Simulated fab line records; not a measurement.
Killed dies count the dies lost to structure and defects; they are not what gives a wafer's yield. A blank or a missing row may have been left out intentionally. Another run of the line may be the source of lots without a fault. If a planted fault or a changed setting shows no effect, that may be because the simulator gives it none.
fab line records	flow nandHarc
record: lots: 11	wafers: 33	lastDay: 25
route steps=1159 shown P_STI@85 P_GATE@138 END@1159
lots that met no fault: taken from a fault-free run of the same line
startH: hours from the record's opening day to when the first of the lot's shown wafers began	waitH: time in hours since the lot's previous step	" the same as in the row above	L1.1+2: several wafers, shown together as one row	- no value present, or no start provided	* or withheld: withheld	< > ~ a bound
route shown NAME@n: a module of which the file shows steps, and the number in the route of the first	usual: average and standard deviation across the fault-free wafers	same: alike in all rows	chamber/n: place in a boat	sites: each site's reading	_std_site: standard deviation across them	_edge_site: inner sites' mean taken away from outer sites' mean	radiusMm: how far each site lies from the wafer's centre	mask NAME#n: copy n	behind: tool/chamber where the wafer was last shaped	hold: why the lot went on hold/how many hours it stayed there/how the hold came to an end	device: names the non-switching transistor (n, p or np)	end of line: tests of these same wafers at the route's end	a step without rows: its recipe alone	killed: count of dies lost to structure and defects at first sort (not the wafer's yield)	map: dies across one wafer; x = killed, . = not, _ = none there
set.NAME: the setting that was run; set.NAME@STEP: the one run at that earlier step	model.NAME: the simulator's own value behind a step, which no gauge read
a sample of lots followed through the steps of the route, with each step as a table and each wafer as a row
services: when a tool's chamber went out of use (startH, in hours from the record's first day, below 0 if earlier), for how many hours, and the reason
== steps ==
step: NHARC_P_STI_INSPECT_11
usual: rawDefectCount: 5.3/2.8
lot.wafer	tool	chamber	startH	waitH	rawDefectCount
L947.1	defectInspect-02	-	31.42	0.0	4
L947.5	"	-	"	"	9
L947.6	"	-	"	"	9
L949.1	defectInspect-01	-	50.63	0.0	2
L949.3	"	-	"	"	7
L949.5	"	-	"	"	4
L952.2	defectInspect-02	-	61.69	0.0	3
L952.3	"	-	"	"	4
L952.6	"	-	"	"	2
L954.3	defectInspect-01	-	77.61	0.0	5
L954.4	"	-	"	"	2
L954.6	"	-	"	"	3
L956.1	defectInspect-02	-	92.12	0.1	2
L956.2	"	-	"	"	5
L956.5	"	-	"	"	2
L962.3	defectInspect-02	-	130.28	0.0	4
L962.5	"	-	"	"	4
L962.6	"	-	"	"	6
L964.4	defectInspect-01	-	136.85	0.0	4
L964.5	"	-	"	"	4
L964.6	"	-	"	"	4
L966.1	defectInspect-01	-	149.00	0.0	7
L966.3	"	-	"	"	3
L966.4	"	-	"	"	4
L967.1	defectInspect-02	-	155.08	0.0	5
L967.3	"	-	"	"	7
L967.6	"	-	"	"	3
L969.1	defectInspect-01	-	169.17	0.1	7
L969.2	"	-	"	"	2
L969.3	"	-	"	"	12
L970.1	defectInspect-02	-	177.20	0.1	3
L970.3	"	-	"	"	6
L970.4	"	-	"	"	7
step: NHARC_P_STI_ETCH_15
recipe: targetDepthA: 3000	taperDeg: 4	timeS: 100.1	hbrFlowSccm: 150	cl2FlowSccm: 50	rfW: 400	icpW: 400	biasW: 100	chemistry: HBr/Cl2
usual: chamberPressureMTorr: 15.002/0.016	drypumpMotorCurrentA: 5.7/0.49	hbrFlowSccm: 150.0/0.46	heBacksideLeakSccm: 2.72/0.27	oesProductAu: 0.999/0.016	rfFwdPowerW: 397.8/1.1	throttleValvePct: 26.405/0.0081
lot.wafer	tool	chamber	startH	waitH	chamberPressureMTorr	drypumpMotorCurrentA	hbrFlowSccm	heBacksideLeakSccm	oesProductAu	rfFwdPowerW	rfHoursCounterH	throttleValvePct
L947.1	rieSi-02	2	31.85	-	15.001	5.7	149.8	2.86	0.987	398.9	1.3	26.400
L947.5	"	2	"	"	15.016	5.7	149.8	2.77	0.992	398.9	-	26.402
L947.6	"	3	"	"	14.996	4.8	150.0	2.75	1.001	397.0	-	26.409
L949.1	rieSi-04	2	51.04	-	15.025	6.3	150.2	2.85	0.998	397.7	0.8	26.406
L949.3	"	0	"	"	15.001	5.8	150.5	2.67	0.991	400.4	0.7	26.415
L949.5	"	3	"	"	15.012	5.3	149.6	2.84	0.982	395.9	-	26.400
L952.2	rieSi-04	2	62.11	-	14.998	6.3	150.1	2.47	1.006	397.5	0.9	26.408
L952.3	"	0	"	"	15.006	5.8	150.2	2.77	1.018	399.7	0.8	26.409
L952.6	"	2	"	"	14.993	6.3	149.8	2.41	1.012	398.5	-	26.397
L954.3	rieSi-05	0	78.03	-	14.980	6.4	150.1	2.69	1.004	399.1	0.1	26.403
L954.4	"	3	"	"	14.999	5.6	150.0	2.45	0.963	396.5	0.1	26.404
L954.6	"	0	"	"	14.989	6.3	150.8	2.68	1.013	398.7	-	26.404
L956.2	rieSi-05	0	92.54	-	14.976	6.4	150.4	2.66	1.029	398.0	0.2	26.415
L956.1	"	1	"	"	15.006	5.3	150.2	2.29	0.995	396.8	0.2	26.407
L956.5	"	0	"	"	15.017	6.3	150.2	2.60	1.025	397.0	-	26.406
L962.3	rieSi-05	0	130.77	-	15.015	6.3	149.8	2.67	1.007	399.3	0.5	26.400
L962.5	"	1	"	"	14.995	5.3	150.0	2.65	0.991	399.1	-	26.405
L962.6	"	2	"	"	15.002	5.8	149.3	2.91	1.005	397.9	-	26.402
L964.4	rieSi-02	3	137.28	-	14.973	4.8	149.6	2.91	1.025	396.2	0.7	26.400
L964.5	"	2	"	"	14.984	5.7	149.8	2.83	1.019	396.8	-	26.408
L964.6	"	3	"	"	15.006	4.8	149.7	2.83	1.029	398.0	-	26.401
L966.4	rieSi-04	3	149.47	-	14.995	5.3	150.2	2.81	0.974	396.3	0.3	26.402
L966.3	"	0	"	"	15.010	5.8	150.3	2.83	0.992	398.1	0.2	26.415
L966.1	"	1	"	"	15.005	6.1	150.0	3.05	1.000	397.5	0.2	26.418
L967.3	rieSi-02	0	155.52	-	14.997	5.3	149.2	2.71	0.994	398.0	0.9	26.410
L967.1	"	1	"	"	14.975	6.3	150.6	2.41	1.003	397.5	0.9	26.407
L967.6	"	2	"	"	15.005	5.7	149.5	2.86	1.013	399.1	-	26.405
L969.2	rieSi-04	0	169.60	-	14.996	5.8	149.4	2.77	0.979	398.6	0.3	26.400
L969.1	"	1	"	"	15.032	6.1	149.2	2.75	1.001	396.6	0.3	26.404
L969.3	"	2	"	"	14.979	6.3	150.1	2.40	0.976	398.0	0.5	26.412
L970.4	rieSi-04	0	177.63	-	15.001	5.8	150.9	2.71	0.992	398.2	0.4	26.416
L970.1	"	1	"	"	15.006	6.1	149.9	4.78	1.005	396.8	0.4	26.409
L970.3	"	2	"	"	15.015	6.3	149.7	2.35	0.993	397.1	0.5	26.387
step: NHARC_P_STI_OCD_MEAS_17
usual: trenchDepthNm: 300/7.2	trenchFootCdNm: 157/3
lot.wafer	tool	chamber	startH	waitH	trenchDepthNm	trenchFootCdNm
L947.1	ocd-01	-	32.10	0.1	296	156
L947.5	"	-	"	"	296	162
L947.6	"	-	"	"	303	158
L949.1	ocd-02	-	51.30	0.1	301	157
L949.3	"	-	"	"	297	159
L949.5	"	-	"	"	291	156
L952.2	ocd-01	-	62.35	0.1	303	160
L952.3	"	-	"	"	303	158
L952.6	"	-	"	"	303	152
L954.3	ocd-01	-	78.28	0.1	306	155
L954.4	"	-	"	"	281	161
L954.6	"	-	"	"	306	155
L956.1	ocd-02	-	92.78	0.1	297	158
L956.2	"	-	"	"	311	156
L956.5	"	-	"	"	311	153
L962.3	ocd-02	-	130.98	0.1	306	151
L962.5	"	-	"	"	296	159
L962.6	"	-	"	"	303	156
L964.4	ocd-01	-	137.52	0.1	313	159
L964.5	"	-	"	"	309	153
L964.6	"	-	"	"	312	153
L966.1	ocd-01	-	149.70	0.1	302	158
L966.3	"	-	"	"	295	155
L966.4	"	-	"	"	289	157
L967.1	ocd-01	-	155.74	0.1	301	160
L967.3	"	-	"	"	300	157
L967.6	"	-	"	"	305	154
L969.1	ocd-01	-	169.83	0.1	299	157
L969.2	"	-	"	"	293	158
L969.3	"	-	"	"	294	153
L970.1	ocd-01	-	177.87	0.1	302	153
L970.3	"	-	"	"	294	154
L970.4	"	-	"	"	295	155
step: NHARC_P_GATE_EXPOSE_23
recipe: na: 1.35	targetCdNm: 120	doseMj: 93.91	maskId: P_GATE
usual: exposureDoseMJCm2: 93.90/0.092	stageVelMmS: 499.99/0.29
lot.wafer	tool	chamber	startH	waitH	mask	exposureDoseMJCm2	stageVelMmS
L947.1	arfiScanner-02	0	81.37	-	P_GATE#0	93.78	499.97
L947.5	"	0	"	"	P_GATE#0	93.86	500.36
L947.6	"	0	"	"	P_GATE#0	93.74	500.41
L949.1	arfiScanner-02	0	107.35	-	P_GATE#0	93.79	500.47
L949.3	"	0	"	"	P_GATE#0	93.79	499.91
L949.5	"	0	"	"	P_GATE#0	93.91	500.26
L952.2	arfiScanner-03	0	113.24	-	P_GATE#0	93.99	500.02
L952.3	"	0	"	"	P_GATE#0	93.83	500.00
L952.6	"	0	"	"	P_GATE#0	93.83	500.30
L954.3	arfiScanner-01	0	128.87	-	P_GATE#0	93.72	499.58
L954.4	"	0	"	"	P_GATE#0	93.78	499.55
L954.6	"	0	"	"	P_GATE#0	93.90	499.63
L956.1	arfiScanner-02	0	148.58	-	P_GATE#0	120.03	499.81
L956.2	"	0	"	"	P_GATE#0	120.03	499.73
L956.5	"	0	"	"	P_GATE#0	119.88	499.74
L962.3	arfiScanner-02	0	187.70	-	P_GATE#0	119.95	499.80
L962.5	"	0	"	"	P_GATE#0	119.95	499.82
L962.6	"	0	"	"	P_GATE#0	119.81	499.85
L964.4	arfiScanner-03	0	195.60	-	P_GATE#0	93.95	500.01
L964.5	"	0	"	"	P_GATE#0	93.99	499.87
L964.6	"	0	"	"	P_GATE#0	94.00	500.10
L966.1	arfiScanner-01	0	202.54	-	P_GATE#0	93.77	499.96
L966.3	"	0	"	"	P_GATE#0	93.87	500.09
L966.4	"	0	"	"	P_GATE#0	93.81	500.01
L967.1	arfiScanner-03	0	202.71	-	P_GATE#0	93.90	500.03
L967.3	"	0	"	"	P_GATE#0	93.85	500.11
L967.6	"	0	"	"	P_GATE#0	93.88	500.10
L969.1	arfiScanner-01	0	220.06	-	P_GATE#0	93.89	499.99
L969.2	"	0	"	"	P_GATE#0	93.72	500.18
L969.3	"	0	"	"	P_GATE#0	93.97	500.40
L970.1	arfiScanner-01	0	230.82	-	P_GATE#0	94.01	499.98
L970.3	"	0	"	"	P_GATE#0	93.88	499.50
L970.4	"	0	"	"	P_GATE#0	93.86	499.56
step: NHARC_P_GATE_CD_MEAS_26
recipe: targetCdNm: 120	landingEnergyEv: 500
usual: cdNm: 119.8/0.74
lot.wafer	tool	chamber	startH	waitH	hold	cdNm
L947.1	cdSem-03	0	81.51	-	-	120.2
L947.5	"	0	"	"	-	119.5
L947.6	"	0	"	"	-	120.2
L949.1	cdSem-02	0	107.49	-	-	119.4
L949.3	"	0	"	"	-	118.7
L949.5	"	0	"	"	-	120.2
L952.2	cdSem-01	0	113.38	-	-	119.4
L952.3	"	0	"	"	-	119.7
L952.6	"	0	"	"	-	120.3
L954.3	cdSem-01	0	129.01	-	-	118.4
L954.4	"	0	"	"	-	118.5
L954.6	"	0	"	"	-	118.6
L956.1	cdSem-02	0	148.72	-	awaitDispo/0.2h/release	104.6
L956.2	"	0	"	"	awaitDispo/0.2h/release	104.9
L956.5	"	0	"	"	awaitDispo/0.2h/release	106.2
L956.1	cdSem-02	0	-	-	-	104.3
L956.2	"	0	"	"	-	104.9
L956.5	"	0	"	"	-	106.4
L962.3	cdSem-01	0	187.83	-	awaitDispo/0.2h/release	104.7
L962.5	"	0	"	"	awaitDispo/0.2h/release	105.6
L962.6	"	0	"	"	awaitDispo/0.2h/release	105.8
L962.3	cdSem-01	0	-	-	-	104.8
L962.5	"	0	"	"	-	105.3
L962.6	"	0	"	"	-	105.8
L964.4	cdSem-02	0	195.74	-	-	119.8
L964.5	"	0	"	"	-	120.3
L964.6	"	0	"	"	-	119.3
L966.1	cdSem-03	0	202.68	-	-	119.9
L966.3	"	0	"	"	-	119.2
L966.4	"	0	"	"	-	118.7
L967.1	cdSem-02	0	202.86	-	-	119.8
L967.3	"	0	"	"	-	119.7
L967.6	"	0	"	"	-	120.7
L969.1	cdSem-03	0	220.20	-	-	120.2
L969.2	"	0	"	"	-	119.6
L969.3	"	0	"	"	-	119.1
L970.1	cdSem-03	0	230.96	-	-	120.6
L970.3	"	0	"	"	-	121.4
L970.4	"	0	"	"	-	119.4
step: NHARC_END_SORT_01
recipe: tempC: 25
usual: killedAtArray: 29/10	killedAtOther: 0.7/1.1	killedAtPeriphery: 3.3/2.4	killedDies: 33/11	killedOpen: 3.3/2	killedShort: 1.9/1.3
same: grossDies: 677
lot.wafer	tool	chamber	startH	waitH	hold	killedAtArray	killedAtOther	killedAtPeriphery	killedDies	killedOpen	killedShort
L952.2	prober-01	0	454.12	2.8	-	29	0	3	32	6	3
L952.3	prober-01	0	454.93	3.1	-	22	0	3	25	3	3
L952.6	prober-01	0	457.36	4.0	-	31	0	3	34	3	3
L956.1	prober-02	0	549.83	2.5	-	23	0	27	50	5	2
L956.2	prober-02	0	550.65	2.8	-	18	1	38	57	7	3
L956.5	prober-02	0	553.10	3.8	-	23	0	32	55	8	2
L962.3	prober-01	0	559.36	3.1	awaitDispo/0.9h/release	16	0	9	25	3	2
L962.5	prober-01	0	560.96	3.7	awaitDispo/0.9h/release	14	1	11	26	7	2
L962.6	prober-01	0	561.77	4.0	awaitDispo/0.9h/release	13	0	30	43	2	1
L964.4	prober-02	0	567.93	3.4	-	28	0	3	31	4	2
L964.5	prober-02	0	568.72	3.7	-	25	1	4	30	7	3
L964.6	prober-02	0	569.51	3.9	-	38	2	3	43	8	6
L969.1	prober-02	0	581.09	2.5	-	39	0	9	48	7	4
L969.2	prober-02	0	581.87	2.8	-	31	0	2	33	4	1
L969.3	prober-02	0	582.65	3.1	-	35	0	2	37	6	2
killed by level:class
L952.2 A_CHANNEL_HOLE_D1:chamberFilmFlake=20 A_ONON_D1:geometricParticle:open=2 A_ONON_D1:geometricParticle:short=2 A_STAIRCASE:chamberFilmFlake=2 P_ZERO_WELL:geometricParticle:open=1 P_GATE:geometricParticle:open=1 P_GATE:geometricParticle:short=1 A_CHANNEL_FILL_D1:geometricParticle:open=1
L952.3 A_CHANNEL_HOLE_D1:chamberFilmFlake=12 A_STAIRCASE:chamberFilmFlake=4 P_M0:geometricParticle:short=1 P_M0:geometricParticle:open=1 A_SGD_CUT:geometricParticle:open=1 A_WL_FILL:geometricParticle:open=1 A_WL_FILL:geometricParticle:short=1 A_M0:geometricParticle:short=1
L952.6 A_CHANNEL_HOLE_D1:chamberFilmFlake=20 A_STAIRCASE:chamberFilmFlake=5 P_GATE:geometricParticle:open=2 A_WL_FILL:chamberFilmFlake=2 P_GATE:geometricParticle:short=1 A_SOURCE_PLATE:geometricParticle:short=1 A_CHANNEL_FILL_D1:geometricParticle:open=1 A_CHANNEL_FILL_D1:geometricParticle:short=1
L956.1 P_GATE:areaExpose=27 A_STAIRCASE:chamberFilmFlake=8 A_CHANNEL_HOLE_D1:chamberFilmFlake=4 A_CONTACT:geometricParticle:open=2 A_M0:geometricParticle:open=2 A_WL_FILL:geometricParticle:short=1 A_WL_FILL:geometricParticle:open=1 A_CONTACT:geometricParticle:short=1
L956.2 P_GATE:areaExpose=33 A_STAIRCASE:chamberFilmFlake=5 A_CONTACT:chamberFilmFlake=4 P_CONTACT:geometricParticle:open=3 A_CONTACT:geometricParticle:open=2 A_CHANNEL_HOLE_D1:chamberFilmFlake=2 P_CONTACT:geometricParticle:short=1 P_M1:geometricParticle:open=1
L956.5 P_GATE:areaExpose=30 A_CONTACT:chamberFilmFlake=4 A_CHANNEL_HOLE_D1:chamberFilmFlake=3 A_STAIRCASE:chamberFilmFlake=3 A_WL_FILL:unspecified=3 A_WL_FILL:geometricParticle:open=2 A_CONTACT:geometricParticle:open=2 A_M0:geometricParticle:open=2
L962.3 A_CHANNEL_HOLE_D1:chamberFilmFlake=6 P_GATE:areaExpose=4 P_M2:chamberFilmFlake=3 A_CONTACT:chamberFilmFlake=3 A_SGD_CUT:chamberFilmFlake=2 P_CONTACT:geometricParticle:open=1 A_ONON_D1:geometricParticle:open=1 A_WL_FILL:geometricParticle:short=1
L962.5 P_GATE:areaExpose=4 P_M2:chamberFilmFlake=3 A_CHANNEL_HOLE_D1:chamberFilmFlake=3 A_CONTACT:chamberFilmFlake=3 A_CONTACT:geometricParticle:open=2 A_SGD_CUT:chamberFilmFlake=2 P_GATE:geometricParticle:open=1 P_CONTACT:geometricParticle:open=1
L962.6 P_GATE:areaExpose=30 A_CHANNEL_HOLE_D1:chamberFilmFlake=6 A_CONTACT:chamberFilmFlake=2 A_WL_FILL:geometricParticle:short=1 A_BLC:geometricParticle:open=1 A_M0:geometricParticle:open=1 A_SGD_CUT:chamberFilmFlake=1 A_SLIT:chamberFilmFlake=1
L964.4 A_SLIT:chamberFilmFlake=12 A_CHANNEL_HOLE_D1:chamberFilmFlake=10 A_CONTACT:geometricParticle:open=2 P_GATE:chamberFilmFlake=2 P_CONTACT:geometricParticle:open=1 A_CHANNEL_FILL_D1:geometricParticle:short=1 A_WL_FILL:geometricParticle:short=1 A_M0:geometricParticle:open=1
L964.5 A_SLIT:chamberFilmFlake=11 A_CHANNEL_HOLE_D1:chamberFilmFlake=4 P_CONTACT:geometricParticle:open=2 A_STAIRCASE:chamberFilmFlake=2 A_CONTACT:chamberFilmFlake=2 P_GATE:geometricParticle:open=1 P_M0:geometricParticle:open=1 A_ONON_D1:geometricParticle:open=1
L964.6 A_SLIT:chamberFilmFlake=18 A_CHANNEL_HOLE_D1:chamberFilmFlake=5 A_WL_FILL:geometricParticle:short=3 A_STAIRCASE:chamberFilmFlake=3 STARTING-WAFER:geometricParticle:open=2 P_GATE:geometricParticle:open=1 P_CONTACT:geometricParticle:open=1 A_ONON_D1:geometricParticle:short=1
L969.1 A_SLIT:chamberFilmFlake=16 A_CHANNEL_HOLE_D1:chamberFilmFlake=11 P_CONTACT:geometricParticle:open=3 P_ZERO_WELL:chamberFilmFlake=2 A_CHANNEL_FILL_D1:chamberFilmFlake=2 A_STAIRCASE:chamberFilmFlake=2 P_GATE:geometricParticle:short=1 P_CONTACT:geometricParticle:short=1
L969.2 A_SLIT:chamberFilmFlake=15 A_STAIRCASE:chamberFilmFlake=5 A_CHANNEL_HOLE_D1:chamberFilmFlake=4 A_WL_FILL:chamberFilmFlake=4 P_CONTACT:geometricParticle:open=1 P_M0:geometricParticle:open=1 A_SOURCE_PLATE:geometricParticle:open=1 A_WL_FILL:geometricParticle:short=1
L969.3 A_SLIT:chamberFilmFlake=15 A_CHANNEL_HOLE_D1:chamberFilmFlake=8 A_WL_FILL:chamberFilmFlake=3 A_CHANNEL_FILL_D1:geometricParticle:short=2 A_BLC:geometricParticle:open=2 A_STAIRCASE:chamberFilmFlake=2 P_CONTACT:geometricParticle:open=1 A_CHANNEL_FILL_D1:geometricParticle:open=1
== services ==
tool	chamber	startH	hours	kind
arfiScanner-03	-	9.57	4.5	repair
arfiScanner-01	-	24.00	4.0	pm
rieSi-02	-	34.00	9.0	pm
arfiScanner-03	-	34.03	5.3	repair
rieSi-05	-	62.03	9.0	pm
arfiScanner-02	-	67.26	0.9	repair
arfiScanner-02	-	78.52	1.1	repair
arfiScanner-02	-	84.00	4.0	pm
rieSi-04	-	99.00	9.0	pm
rieSi-04	0	99.00	9.0	ventCycle
rieSi-04	1	99.00	9.0	ventCycle
rieSi-04	2	99.00	9.0	ventCycle
arfiScanner-03	-	124.62	1.6	repair
arfiScanner-03	-	140.00	4.0	pm
arfiScanner-02	-	145.99	0.8	repair
arfiScanner-02	-	168.33	0.5	repair
arfiScanner-03	-	170.43	0.8	repair
arfiScanner-01	-	175.65	0.9	repair
arfiScanner-03	-	188.62	0.4	repair
arfiScanner-01	-	196.00	4.0	pm
rieSi-02	-	211.00	9.0	pm
rieSi-04	1	213.37	3.2	repair
arfiScanner-01	-	223.96	0.6	repair
arfiScanner-02	-	227.58	5.3	repair
== key ==
firstSign: step: NHARC_P_GATE_EXPOSE_23	reading: exposureDoseMJCm2	direction: up	sigmas: 99+	usual: 93.90	struck: 119.94
effect: step: NHARC_P_GATE_CD_MEAS_26	reading: visit	direction: added
effect: step: NHARC_P_GATE_CD_MEAS_26	reading: cdNm	direction: down	sigmas: 20	usual: 119.8	struck: 105.3
effect: step: NHARC_END_SORT_01	reading: killedAtPeriphery	direction: up	sigmas: 8.9	usual: 3.3	struck: 24.5	wafersMoved: 5
moreKillsBornAt: NHARC_P_GATE_EXPOSE_23@arfiScanner-02: 128
metAt NHARC_P_GATE_EXPOSE_23
struckLots L956,L962
testerLeftOut L956,L962
notActingAt NHARC_P_STI_INSPECT_11,NHARC_P_STI_ETCH_15,NHARC_P_STI_OCD_MEAS_17
onsetBetween 107.35 148.58
fault: kind: processParameterDrift	tool: arfiScanner-02	chamber: -	onsetH: 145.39	steps: NHARC_P_GATE_EXPOSE_23	channel: doseMj	offset: 26.029	shape: step	actsIn: theseRecipesOnly	stated: 93.91
testerLeftOut: of these lots the tester's yield and bins aren't shown, on N5 and GAA mostly nor the transistor test; their killed dies are dies lost to structure and defects alone, not to doping, threshold or leakage, so they don't give the yield
